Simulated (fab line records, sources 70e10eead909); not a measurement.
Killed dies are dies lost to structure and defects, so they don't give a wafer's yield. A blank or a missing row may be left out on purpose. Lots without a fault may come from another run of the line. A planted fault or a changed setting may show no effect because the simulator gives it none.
Which tool did it? | flow nand_harc | 6 lots, 18 wafers sampled, at 5 steps of a route of 1302

WHAT THE GAUGES READ, wafer by wafer
NHARC_END_SORT_01.
lot  | measured     | on        | killed_at_array
L631 | day 25 17:52 | prober-02 | 48 37 41
L633 | day 31 01:16 | prober-01 | 72 76

WHICH TOOL RAN EACH LOT (tool, then ch and the chambers of the sampled wafers, then the start)
lot  | NHARC_A_STAIRCASE_ETCH_253         | NHARC_A_STAIRCASE_HM_DEP_456  | NHARC_A_STAIRCASE_DEP_259       | NHARC_A_STAIRCASE_EXPOSE_286
L628 | rie_diel-04 ch 1,3, day 16 23:35   | acl_dep-02 ch 0, day 17 00:52 | pecvd-02 ch 0,2, day 17 02:25   | krf_scanner-02 ch 0, day 17 08:49
L631 | rie_diel-04 ch 1,2,3, day 17 10:48 | acl_dep-02 ch 0, day 17 15:16 | pecvd-01 ch 0,1,2, day 17 16:32 | krf_scanner-04 ch 0, day 17 22:58
L632 | rie_diel-03 ch 0,1, day 17 20:16   | acl_dep-01 ch 0, day 17 22:19 | pecvd-04 ch 0,1,2, day 18 00:11 | krf_scanner-03 ch 0, day 18 06:31
L633 | rie_diel-03 ch 2,3, day 19 00:37   | acl_dep-01 ch 0, day 19 06:31 | pecvd-01 ch 1,2, day 19 08:26   | krf_scanner-03 ch 0, day 19 16:54
L642 | rie_diel-10 ch 0,1, day 22 16:43   | acl_dep-01 ch 0, day 22 20:11 | pecvd-04 ch 1,2, day 22 22:05   | krf_scanner-03 ch 0, day 23 07:12
L646 | rie_diel-10 ch 1,2, day 24 11:47   | acl_dep-01 ch 0, day 24 13:38 | pecvd-01 ch 1,2, day 24 15:34   | krf_scanner-02 ch 0, day 25 00:46
- NHARC_A_STAIRCASE_ETCH_253: etches the open film in C4F8/O2, target depth 50 nm, time 20.2 s.
- NHARC_A_STAIRCASE_HM_DEP_456: deposits aC, target thk 3100 nm.
- NHARC_A_STAIRCASE_DEP_259: deposits SiON, target thk 30 nm.
- NHARC_A_STAIRCASE_EXPOSE_286: exposes mask CHOP 100.

THE ANSWER, worked out from the rows above alone
Rule: what is usual is taken from the lots themselves. Put in order of their means at a reading, lots are off if they are a third of the lots or fewer, leave a main group of 4 or more, and stand apart from it by a gap of 3 or more times the standard deviation of the main group's means; of several such gaps the widest counts. A main group whose means are all the same, to the digits that the tables above print for the reading, isn't used. A lot without any number at a reading at which 4 lots or more have one is off too. The other lots that the step has rows for count as sound.
No lot is off at any reading shown: from this, nothing can be told.

WHAT THE SIMULATOR HAD PUT IN
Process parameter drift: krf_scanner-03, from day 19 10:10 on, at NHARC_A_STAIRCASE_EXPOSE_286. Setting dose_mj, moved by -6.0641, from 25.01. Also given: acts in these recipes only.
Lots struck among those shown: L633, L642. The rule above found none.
